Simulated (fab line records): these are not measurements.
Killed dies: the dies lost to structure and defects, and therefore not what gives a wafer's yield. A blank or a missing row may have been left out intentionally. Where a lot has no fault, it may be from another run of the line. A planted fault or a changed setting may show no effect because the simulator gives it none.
fab line records -- flow n5Finfet -- part 1 of 2: steps 1 to 4 of 6
[record] lots = 22, wafers = 66, lastDay = 19
route steps=1938 shown DUMMY_GATE@243 SD_EPI_N@277 SD_EPI_P@312
lots with no fault: from the same line, run without faults
startH: hours from the record's first day to the start of the lot's first wafer shown -- waitH: how many hours have passed since the lot's step before this one -- " same as the row above -- L1.1+2: one row covering several wafers at once -- - value missing, or start not given -- * or withheld: withheld -- < > ~ a bound
route shown NAME@n: a module of which the file shows steps, and the number in the route of the first -- usual: mean/standard deviation taken from wafers without a fault -- same: alike in all rows -- chamber/n: place in a boat -- sites: the reading at each site -- _std_site: their standard deviation -- _edge_site: the outer-site mean with the inner-site mean subtracted -- radiusMm: how far each site lies from the wafer's centre -- mask NAME#n: copy n -- behind: tool/chamber where the wafer was last shaped -- hold: why the lot was held/for how many hours/how that ended -- device: which transistor (n, p or np) failed to switch -- end of line: tests run on the same wafers once the route is complete -- step lacking rows: just its recipe -- killed: count of dies lost to structure and defects at first sort (not the wafer's yield) -- map: shows each die of a wafer: x if killed, . if not, _ if none is there
set.NAME: the run value of the setting; set.NAME@STEP: its run value at that earlier step -- model.NAME: the simulator's own value behind a step, which no gauge read
one table for each step of the route and one row for each wafer, over a sample of lots
services: when a tool's chamber went out of use (startH, in hours from the record's first day, below 0 if earlier), for how many hours, and the reason
[[steps]]
[step N5_DUMMY_GATE_ETCH_31]
[recipe] chemistry = C4F6/O2, target = SiO2, maskMaterial = SOC, targetDepthA = 825, timeS = 27.5, ionEnergyEv = 250, pressureMtorr = 30, sourceW = 345, biasW = 185, Ar_flow_sccm = 300, C4F6_flow_sccm = 10, O2_flow_sccm = 10
[usual] drypumpMotorCurrentA = 5.71/0.27, oesProductAu = 0.78/0.067, rfVppV = 660/12, showerheadPlenumPTorr = 2.83/0.092, throttleValvePct = 21.16/0.24
lot.wafer,tool,chamber,startH,waitH,drypumpMotorCurrentA,oesProductAu,rfHoursCounterH,rfVppV,showerheadPlenumPTorr,throttleValvePct
L074.2,rieDiel-05,1,46.24,0.1,5.18,0.75,136,670,2.73,21.33
L074.3,rieDiel-05,2,46.24,0.1,5.64,0.71,195,649,2.82,21.44
L074.5,rieDiel-05,1,46.24,0.1,5.18,0.75,-,670,2.73,21.34
L075.3,rieDiel-05,2,54.12,0.0,5.65,0.71,198,648,2.82,21.44
L075.4,rieDiel-05,2,54.12,0.0,5.66,0.71,-,648,2.82,21.46
L075.6,rieDiel-05,0,54.12,0.0,5.76,0.76,-,652,2.83,21.10
L077.1,rieDiel-05,0,73.90,0.0,5.80,0.75,151,654,2.83,21.10
L077.2,rieDiel-05,2,73.90,0.0,5.64,0.70,204,648,2.81,21.46
L077.5,rieDiel-05,0,73.90,0.0,5.79,0.75,-,653,2.83,21.08
L078.2,rieDiel-05,1,77.76,0.0,5.20,0.74,142,669,2.73,21.36
L078.3,rieDiel-05,0,77.76,0.0,5.78,0.75,153,652,2.83,21.10
L078.6,rieDiel-05,0,77.76,0.0,5.75,0.74,-,652,2.83,21.10
L079.1,rieDiel-06,1,81.74,0.1,6.29,0.75,188,639,2.72,20.93
L079.2,rieDiel-06,0,81.74,0.1,5.91,0.77,120,675,3.00,21.32
L079.3,rieDiel-06,3,81.74,0.1,5.43,0.90,19,672,3.03,21.22
L080.1,rieDiel-05,1,84.50,0.0,5.21,0.75,143,671,2.72,21.36
L080.3,rieDiel-05,0,84.50,0.0,5.79,0.74,154,652,2.83,21.10
L080.4,rieDiel-05,2,84.50,0.0,5.63,0.70,207,649,2.81,21.46
L081.1,rieDiel-05,3,89.66,0.1,5.75,0.88,59,668,2.78,20.75
L081.2,rieDiel-05,1,89.66,0.1,5.16,0.75,145,669,2.72,21.37
L081.4,rieDiel-05,3,89.66,0.1,5.76,0.89,-,667,2.78,20.75
L082.1,rieDiel-01,0,94.20,0.0,5.71,0.87,39,660,2.80,20.71
L082.2,rieDiel-01,3,94.20,0.0,5.83,0.69,239,641,2.93,21.12
L082.5,rieDiel-01,1,94.20,0.0,6.16,0.88,-,680,2.92,21.24
L083.1,rieDiel-06,0,102.87,0.0,5.90,0.77,127,677,2.99,21.31
L083.2,rieDiel-06,3,102.87,0.0,5.40,0.87,26,671,3.03,21.23
L083.5,rieDiel-06,2,102.87,0.0,6.02,0.77,-,643,2.74,21.10
L084.2,rieDiel-01,2,108.09,0.1,5.65,0.73,188,655,2.95,21.37
L084.4,rieDiel-01,3,108.09,0.1,5.84,0.70,244,641,2.93,21.12
L084.6,rieDiel-01,3,108.09,0.1,5.83,0.69,-,641,2.93,21.12
L085.3,rieDiel-05,3,114.78,0.0,5.75,0.87,66,666,2.77,20.76
L085.5,rieDiel-05,0,114.78,0.0,5.78,0.75,-,651,2.82,21.13
L085.6,rieDiel-05,1,114.78,0.0,5.22,0.74,-,669,2.72,21.36
L086.1,rieDiel-05,1,121.22,0.1,5.20,0.73,155,668,2.72,21.35
L086.2,rieDiel-05,2,121.22,0.1,5.68,0.70,215,648,2.81,21.48
L086.4,rieDiel-05,0,121.22,0.1,5.83,0.74,167,653,2.82,21.12
L087.4,rieDiel-05,1,125.74,0.2,5.16,0.74,156,669,2.72,21.37
L087.5,rieDiel-05,1,125.74,0.2,5.19,0.74,-,670,2.72,21.36
L087.6,rieDiel-05,2,125.74,0.2,5.64,0.70,-,648,2.81,21.49
L088.1,rieDiel-01,1,131.14,0.0,6.12,0.85,51,682,2.91,21.27
L088.2,rieDiel-01,0,131.14,0.0,5.66,0.86,49,660,2.79,20.73
L088.4,rieDiel-01,3,131.14,0.0,5.84,0.69,250,641,2.93,21.12
L089.1,rieDiel-01,3,137.97,0.0,5.87,0.70,252,641,2.93,21.14
L089.3,rieDiel-01,0,137.97,0.0,5.67,0.86,51,660,2.79,20.73
L089.5,rieDiel-01,0,137.97,0.0,5.68,0.85,-,659,2.79,20.74
L090.1,rieDiel-01,0,143.04,0.1,5.69,0.85,53,659,2.79,20.74
L090.2,rieDiel-01,1,143.04,0.1,6.11,0.85,54,680,2.91,21.26
L090.4,rieDiel-01,3,143.04,0.1,5.86,0.69,-,641,2.93,21.13
L091.1,rieDiel-05,3,149.58,0.1,5.76,0.86,77,667,2.77,20.76
L091.3,rieDiel-05,1,149.58,0.1,5.16,0.73,163,669,2.72,21.39
L091.6,rieDiel-05,2,149.58,0.1,5.67,0.69,-,648,2.80,21.49
L092.3,rieDiel-01,1,159.71,0.1,6.12,0.84,61,681,2.91,21.28
L092.4,rieDiel-01,1,159.71,0.1,6.12,0.85,-,681,2.91,21.27
L092.5,rieDiel-01,2,159.71,0.1,5.66,0.72,-,656,2.94,21.40
L094.1,rieDiel-05,1,167.45,0.0,5.21,0.73,169,669,2.71,21.38
L094.2,rieDiel-05,0,167.45,0.0,5.79,0.74,181,652,2.82,21.16
L094.5,rieDiel-05,0,167.45,0.0,5.77,0.73,-,652,2.82,21.15
L095.1,rieDiel-06,2,172.92,0.0,6.00,0.76,122,642,2.73,21.14
L095.5,rieDiel-06,0,172.92,0.0,5.88,0.75,-,677,2.99,21.35
L095.6,rieDiel-06,1,172.92,0.0,6.27,0.74,-,639,2.71,20.94
L096.3,rieDiel-05,1,182.00,0.1,5.18,0.71,173,670,2.71,21.39
L096.5,rieDiel-05,3,182.00,0.1,5.75,0.84,-,668,2.77,20.77
L096.6,rieDiel-05,0,182.00,0.1,5.79,0.73,-,651,2.81,21.15
L097.1,rieDiel-05,1,188.12,0.1,5.18,0.71,175,669,2.71,21.41
L097.3,rieDiel-05,0,188.12,0.1,5.76,0.72,187,652,2.81,21.16
L097.5,rieDiel-05,3,188.12,0.1,5.75,0.85,-,667,2.76,20.79
[step N5_DUMMY_GATE_STRIP_48]
[recipe] chemistry = N2/H2, timeS = 20, powerW = 100, tempC = 40, pressureMtorr = 100, rfFrequencyHz = 6e+07, biasPowerW = 3, n2FlowSccm = 300, h2FlowSccm = 300
[usual] drypumpMotorCurrentA = 5.78/0.27, oesProductAu = 0.78/0.067, rfVppV = 45.3/0.78, showerheadPlenumPTorr = 3.37/0.11, throttleValvePct = 12.19/0.25
lot.wafer,tool,chamber,startH,waitH,drypumpMotorCurrentA,oesProductAu,rfHoursCounterH,rfVppV,showerheadPlenumPTorr,throttleValvePct
L074.2,rieDiel-06,0,46.85,0.0,5.93,0.78,110,46.5,3.52,12.19
L074.3,rieDiel-06,2,46.85,0.0,6.02,0.80,87,45.5,3.31,12.39
L074.5,rieDiel-06,2,46.85,0.0,6.04,0.80,-,46.0,3.31,12.39
L075.3,rieDiel-05,2,54.80,0.0,5.72,0.73,198,46.9,3.35,12.51
L075.4,rieDiel-05,2,54.80,0.0,5.68,0.72,-,44.5,3.35,12.52
L075.6,rieDiel-05,3,54.80,0.0,5.77,0.88,-,44.8,3.31,11.76
L077.1,rieDiel-01,0,74.54,0.0,5.68,0.87,35,44.8,3.30,11.71
L077.2,rieDiel-01,3,74.54,0.0,5.84,0.69,235,44.2,3.43,12.16
L077.5,rieDiel-01,2,74.54,0.0,5.67,0.72,-,44.2,3.51,12.46
L078.2,rieDiel-05,2,78.31,0.0,5.67,0.71,206,45.6,3.34,12.55
L078.3,rieDiel-05,1,78.31,0.0,5.20,0.74,142,44.0,3.22,12.28
L078.6,rieDiel-05,0,78.31,0.0,5.81,0.74,-,45.5,3.36,12.23
L079.1,rieDiel-06,1,82.39,0.0,6.31,0.74,188,45.4,3.24,12.04
L079.2,rieDiel-06,3,82.39,0.0,5.42,0.89,20,45.3,3.59,12.04
L079.3,rieDiel-06,0,82.39,0.0,5.92,0.77,120,45.4,3.51,12.24
L080.1,rieDiel-05,1,85.04,0.0,5.19,0.73,143,44.6,3.22,12.25
L080.3,rieDiel-05,0,85.04,0.0,5.78,0.76,155,45.8,3.36,12.25
L080.4,rieDiel-05,3,85.04,0.0,5.77,0.87,57,47.3,3.30,11.78
L081.1,rieDiel-01,2,90.21,0.0,5.68,0.72,183,45.7,3.51,12.49
L081.2,rieDiel-01,3,90.21,0.0,5.86,0.68,239,44.3,3.43,12.17
L081.4,rieDiel-01,1,90.21,0.0,6.09,0.88,40,45.4,3.45,12.14
L082.1,rieDiel-05,1,94.74,0.0,5.21,0.74,147,44.1,3.22,12.26
L082.2,rieDiel-05,0,94.74,0.0,5.78,0.75,158,45.9,3.35,12.25
L082.5,rieDiel-05,3,94.74,0.0,5.76,0.87,-,45.6,3.30,11.80
L083.1,rieDiel-05,2,103.43,0.0,5.66,0.72,210,46.2,3.34,12.56
L083.2,rieDiel-05,1,103.43,0.0,5.19,0.74,149,45.0,3.22,12.28
L083.5,rieDiel-05,1,103.43,0.0,5.18,0.73,-,45.2,3.22,12.27
L084.2,rieDiel-01,0,108.63,0.0,5.69,0.87,43,45.3,3.30,11.73
L084.4,rieDiel-01,2,108.63,0.0,5.68,0.72,188,45.4,3.51,12.48
L084.6,rieDiel-01,3,108.63,0.0,5.88,0.67,-,45.3,3.42,12.18
L085.3,rieDiel-05,2,115.32,0.0,5.64,0.71,213,45.1,3.34,12.58
L085.5,rieDiel-05,3,115.32,0.0,5.76,0.84,-,45.2,3.30,11.82
L085.6,rieDiel-05,0,115.32,0.0,5.78,0.75,-,45.5,3.35,12.26
L086.1,rieDiel-01,1,121.83,0.0,6.12,0.86,48,45.9,3.45,12.19
L086.2,rieDiel-01,3,121.83,0.0,5.86,0.68,248,47.1,3.42,12.20
L086.4,rieDiel-01,2,121.83,0.0,5.68,0.71,193,46.1,3.50,12.50
L087.4,rieDiel-05,1,126.28,0.0,5.17,0.73,156,46.0,3.21,12.29
L087.5,rieDiel-05,3,126.28,0.0,5.78,0.84,-,45.4,3.29,11.82
L087.6,rieDiel-05,2,126.28,0.0,5.65,0.71,-,45.3,3.34,12.57
L088.1,rieDiel-05,1,131.68,0.0,5.20,0.73,158,45.8,3.21,12.30
L088.2,rieDiel-05,2,131.68,0.0,5.69,0.72,218,44.7,3.33,12.58
L088.4,rieDiel-05,0,131.68,0.0,5.83,0.74,170,44.7,3.35,12.28
L089.1,rieDiel-01,1,138.53,0.0,6.12,0.85,53,44.9,3.44,12.18
L089.3,rieDiel-01,3,138.53,0.0,5.84,0.67,253,44.4,3.42,12.20
L089.5,rieDiel-01,1,138.53,0.0,6.16,0.85,-,46.0,3.44,12.17
L090.1,rieDiel-06,1,143.58,0.0,6.26,0.74,200,44.8,3.23,12.08
L090.2,rieDiel-06,3,143.58,0.0,5.41,0.88,37,44.7,3.58,12.09
L090.4,rieDiel-06,2,143.58,0.0,6.04,0.79,113,44.3,3.29,12.43
L091.1,rieDiel-01,3,150.12,0.0,5.85,0.67,256,47.7,3.42,12.22
L091.3,rieDiel-01,0,150.12,0.0,5.66,0.84,56,44.9,3.29,11.77
L091.6,rieDiel-01,3,150.12,0.0,5.85,0.67,-,45.0,3.42,12.23
L092.3,rieDiel-05,3,160.25,0.0,5.77,0.84,80,45.1,3.29,11.84
L092.4,rieDiel-05,0,160.25,0.0,5.80,0.75,178,45.0,3.34,12.31
L092.5,rieDiel-05,2,160.25,0.0,5.65,0.71,-,45.5,3.33,12.61
L094.1,rieDiel-06,0,167.99,0.0,5.93,0.76,144,45.9,3.50,12.30
L094.2,rieDiel-06,2,167.99,0.0,6.03,0.78,120,45.1,3.29,12.46
L094.5,rieDiel-06,0,167.99,0.0,5.91,0.75,-,46.4,3.50,12.27
L095.1,rieDiel-06,1,173.46,0.0,6.27,0.74,208,44.4,3.23,12.11
L095.5,rieDiel-06,0,173.46,0.0,5.91,0.75,-,46.4,3.50,12.31
L095.6,rieDiel-06,1,173.46,0.0,6.25,0.73,-,46.7,3.23,12.10
L096.3,rieDiel-01,2,182.66,0.0,5.66,0.70,205,46.3,3.50,12.54
L096.5,rieDiel-01,1,182.66,0.0,6.16,0.84,-,44.1,3.44,12.22
L096.6,rieDiel-01,0,182.66,0.0,5.68,0.83,-,44.2,3.28,11.78
L097.1,rieDiel-06,1,188.66,0.0,6.30,0.73,212,45.3,3.23,12.12
L097.3,rieDiel-06,0,188.66,0.0,5.91,0.75,148,45.3,3.50,12.30
L097.5,rieDiel-06,1,188.66,0.0,6.25,0.74,-,44.8,3.23,12.11
[step N5_SD_EPI_N_ETCHBACK_44]
[recipe] chemistry = CH3F/O2, mode = anisotropicEtchback, target = SiNx, targetDepthA = 145, stopOn = SiO2, overEtchFrac = 0.3, ionEnergyEv = 120, pressureMtorr = 30, sourceW = 395, biasW = 73, Ar_flow_sccm = 150, CH3F_flow_sccm = 30, O2_flow_sccm = 20
[usual] drypumpMotorCurrentA = 5.6/0.44, oesProductAu = 0.67/0.078, rfVppV = 298/7.7, showerheadPlenumPTorr = 2.01/0.06, throttleValvePct = 16.38/0.22
lot.wafer,tool,chamber,startH,waitH,drypumpMotorCurrentA,oesProductAu,rfHoursCounterH,rfVppV,showerheadPlenumPTorr,throttleValvePct
L074.2,rieDiel-04,3,48.55,0.0,6.0,0.61,220,311,2.04,16.59
L074.3,rieDiel-04,0,48.55,0.0,5.8,0.63,164,288,2.07,16.21
L074.5,rieDiel-04,3,48.55,0.0,6.0,0.61,-,311,2.04,16.59
L075.3,rieDiel-03,1,56.72,0.0,5.8,0.63,179,294,1.99,16.12
L075.4,rieDiel-03,3,56.72,0.0,4.8,0.59,229,309,1.89,16.53
L075.6,rieDiel-03,0,56.72,0.0,5.0,0.82,-,303,2.03,16.11
L077.1,rieDiel-04,3,76.10,0.0,6.0,0.60,234,309,2.04,16.62
L077.2,rieDiel-04,0,76.10,0.0,5.8,0.62,176,289,2.07,16.22
L077.5,rieDiel-04,0,76.10,0.0,5.8,0.62,-,287,2.07,16.23
L078.2,rieDiel-04,1,80.30,0.0,5.7,0.66,146,297,2.02,16.53
L078.3,rieDiel-04,3,80.30,0.0,6.0,0.60,235,312,2.04,16.61
L078.6,rieDiel-04,0,80.30,0.0,5.8,0.62,-,288,2.07,16.21
L079.1,rieDiel-03,3,84.31,0.0,4.9,0.60,236,308,1.89,16.55
L079.2,rieDiel-03,0,84.31,0.0,5.0,0.78,8,301,2.03,16.14
L079.3,rieDiel-03,1,84.31,0.0,5.8,0.62,187,296,1.98,16.15
L080.1,rieDiel-04,3,87.06,0.0,6.0,0.60,237,309,2.04,16.61
L080.3,rieDiel-04,0,87.06,0.0,5.8,0.62,179,289,2.07,16.24
L080.4,rieDiel-04,0,87.06,0.0,5.8,0.62,-,289,2.07,16.21
L081.1,rieDiel-04,0,93.26,0.0,5.8,0.62,181,289,2.07,16.21
L081.2,rieDiel-04,1,93.26,0.0,5.7,0.65,150,297,2.01,16.52
L081.4,rieDiel-04,1,93.26,0.0,5.7,0.66,-,297,2.02,16.53
L082.1,rieDiel-03,0,97.38,0.0,5.0,0.78,12,303,2.03,16.15
L082.2,rieDiel-03,3,97.38,0.0,4.9,0.59,240,310,1.89,16.57
L082.5,rieDiel-03,0,97.38,0.0,5.0,0.77,-,303,2.03,16.14
L083.1,rieDiel-02,1,105.63,0.0,5.5,0.61,219,299,1.99,16.67
L083.2,rieDiel-02,3,105.63,0.0,5.7,0.59,239,294,1.97,16.44
L083.5,rieDiel-02,3,105.63,0.0,5.7,0.60,-,293,1.97,16.47
L084.2,rieDiel-03,1,110.33,0.0,5.8,0.61,196,293,1.98,16.17
L084.4,rieDiel-03,3,110.33,0.0,4.9,0.60,243,309,1.89,16.57
L084.6,rieDiel-03,3,110.33,0.0,4.9,0.60,-,309,1.89,16.58
L085.3,rieDiel-02,3,117.01,0.0,5.7,0.60,243,291,1.97,16.43
L085.5,rieDiel-02,3,117.01,0.0,5.7,0.59,-,294,1.97,16.46
L085.6,rieDiel-02,2,117.01,0.0,5.2,0.67,-,293,2.10,16.09
L086.1,rieDiel-02,3,123.56,0.0,5.7,0.59,245,293,1.97,16.46
L086.2,rieDiel-02,1,123.56,0.0,5.5,0.60,226,300,1.98,16.70
L086.4,rieDiel-02,2,123.56,0.0,5.2,0.68,100,293,2.10,16.11
L087.4,rieDiel-04,0,128.03,0.1,5.8,0.61,-,288,2.06,16.25
L087.5,rieDiel-04,1,128.03,0.1,5.7,0.65,-,297,2.01,16.56
L087.6,rieDiel-04,2,128.03,0.1,6.2,0.59,-,290,1.89,16.56
L088.1,rieDiel-02,3,133.38,0.0,5.7,0.59,248,293,1.97,16.47
L088.2,rieDiel-02,1,133.38,0.0,5.5,0.61,228,298,1.98,16.69
L088.4,rieDiel-02,2,133.38,0.0,5.2,0.67,102,293,2.09,16.09
L089.1,rieDiel-04,1,140.61,0.0,5.6,0.65,171,298,2.01,16.57
L089.3,rieDiel-04,3,140.61,0.0,6.0,0.84,2,310,2.03,16.20
L089.5,rieDiel-04,3,140.61,0.0,6.0,0.83,-,311,2.03,16.19
L090.1,rieDiel-02,1,147.27,0.0,5.5,0.61,234,298,1.98,16.71
L090.2,rieDiel-02,2,147.27,0.0,5.2,0.67,108,294,2.09,16.11
L090.4,rieDiel-02,0,147.27,0.0,6.3,0.71,-,291,2.03,16.53
L091.1,rieDiel-04,3,152.66,0.0,6.0,0.82,10,311,2.03,16.22
L091.3,rieDiel-04,3,152.66,0.0,6.0,0.80,-,310,2.03,16.21
L091.6,rieDiel-04,3,152.66,0.0,6.0,0.80,-,311,2.03,16.21
L092.3,rieDiel-02,0,163.14,0.0,6.3,0.71,74,292,2.03,16.55
L092.4,rieDiel-02,1,163.14,0.0,5.5,0.60,241,300,1.98,16.72
L092.5,rieDiel-02,1,163.14,0.0,5.5,0.60,-,300,1.98,16.71
L094.1,rieDiel-02,2,169.74,0.0,5.2,0.66,118,294,2.09,16.12
L094.2,rieDiel-02,1,169.74,0.0,5.5,0.60,243,299,1.98,16.71
L094.5,rieDiel-02,2,169.74,0.0,5.2,0.65,-,293,2.09,16.11
L095.1,rieDiel-03,3,175.03,0.0,4.8,0.80,6,314,2.14,16.11
L095.5,rieDiel-03,3,175.03,0.0,4.8,0.81,-,315,2.14,16.10
L095.6,rieDiel-03,0,175.03,0.0,5.0,0.72,-,301,2.02,16.20
L096.3,rieDiel-04,2,184.35,0.0,6.2,0.81,6,296,2.14,16.13
L096.5,rieDiel-04,3,184.35,0.0,6.0,0.78,-,310,2.03,16.21
L096.6,rieDiel-04,2,184.35,0.0,6.2,0.80,-,295,2.14,16.14
L097.1,rieDiel-03,0,190.83,0.0,5.0,0.72,46,303,2.02,16.22
L097.3,rieDiel-03,2,190.83,0.0,5.2,0.61,187,299,1.91,16.65
L097.5,rieDiel-03,0,190.83,0.0,5.0,0.72,-,302,2.02,16.23
[step N5_SD_EPI_N_LINER_46]
[recipe] material = SiNx, targetThkA = 30, tempC = 400, aldPrecursorFamily = SiH2I2, aldCoReactant = N2/H2-plasma, pressureTorr = 2
[usual] heaterPowerW = 816/95
lot.wafer,tool,chamber,startH,waitH,heaterPowerW
L074.2,aldSin-04,3,51.87,0.2,740
L074.3,aldSin-04,1,51.87,0.2,816
L074.5,aldSin-04,2,51.87,0.2,1022
L075.3,aldSin-03,2,60.02,0.1,819
L075.4,aldSin-03,1,60.02,0.1,830
L075.6,aldSin-03,1,60.02,0.1,824
L077.1,aldSin-03,2,80.12,0.2,816
L077.2,aldSin-03,0,80.12,0.2,777
L077.5,aldSin-03,1,80.12,0.2,852
L078.2,aldSin-04,2,83.70,0.1,1046
L078.3,aldSin-04,3,83.70,0.1,741
L078.6,aldSin-04,2,83.70,0.1,1080
L079.1,aldSin-03,1,88.65,0.5,832
L079.2,aldSin-03,0,88.65,0.5,794
L079.3,aldSin-03,2,88.65,0.5,809
L080.1,aldSin-03,3,91.58,0.7,715
L080.3,aldSin-03,0,91.58,0.7,803
L080.4,aldSin-03,1,91.58,0.7,846
L081.1,aldSin-03,3,99.25,0.2,702
L081.2,aldSin-03,0,99.25,0.2,783
L081.4,aldSin-03,2,99.25,0.2,830
L082.1,aldSin-04,0,101.40,0.2,722
L082.2,aldSin-04,2,101.40,0.2,1006
L082.5,aldSin-04,0,101.40,0.2,717
L083.1,aldSin-03,2,109.72,0.2,828
L083.2,aldSin-03,3,109.72,0.2,737
L083.5,aldSin-03,0,109.72,0.2,785
L084.2,aldSin-03,2,114.58,0.1,826
L084.4,aldSin-03,0,114.58,0.1,790
L084.6,aldSin-03,3,114.58,0.1,695
L085.3,aldSin-04,1,121.52,0.3,868
L085.5,aldSin-04,3,121.52,0.3,742
L085.6,aldSin-04,1,121.52,0.3,853
L086.1,aldSin-04,1,127.58,0.2,853
L086.2,aldSin-04,2,127.58,0.2,1014
L086.4,aldSin-04,3,127.58,0.2,758
L087.4,aldSin-04,0,131.99,0.1,695
L087.5,aldSin-04,3,131.99,0.1,742
L087.6,aldSin-04,2,131.99,0.1,1040
L088.1,aldSin-01,0,138.79,1.6,787
L088.2,aldSin-01,2,138.79,1.6,804
L088.4,aldSin-01,3,138.79,1.6,791
L089.1,aldSin-01,2,144.84,1.1,808
L089.3,aldSin-01,3,144.84,1.1,777
L089.5,aldSin-01,3,144.84,1.1,784
L090.1,aldSin-04,2,151.17,0.5,995
L090.2,aldSin-04,3,151.17,0.5,754
L090.4,aldSin-04,0,151.17,0.5,731
L091.1,aldSin-04,3,156.79,0.5,742
L091.3,aldSin-04,2,156.79,0.5,1022
L091.6,aldSin-04,3,156.79,0.5,753
L092.3,aldSin-01,0,166.62,0.3,775
L092.4,aldSin-01,3,166.62,0.3,780
L092.5,aldSin-01,3,166.62,0.3,766
L094.1,aldSin-04,3,174.21,0.6,750
L094.2,aldSin-04,2,174.21,0.6,1027
L094.5,aldSin-04,0,174.21,0.6,714
L095.1,aldSin-03,1,179.73,0.8,844
L095.5,aldSin-03,1,179.73,0.8,861
L095.6,aldSin-03,0,179.73,0.8,802
L096.3,aldSin-01,0,188.51,0.3,755
L096.5,aldSin-01,3,188.51,0.3,770
L096.6,aldSin-01,0,188.51,0.3,744
L097.1,aldSin-03,2,194.19,0.3,829
L097.3,aldSin-03,0,194.19,0.3,774
L097.5,aldSin-03,1,194.19,0.3,825
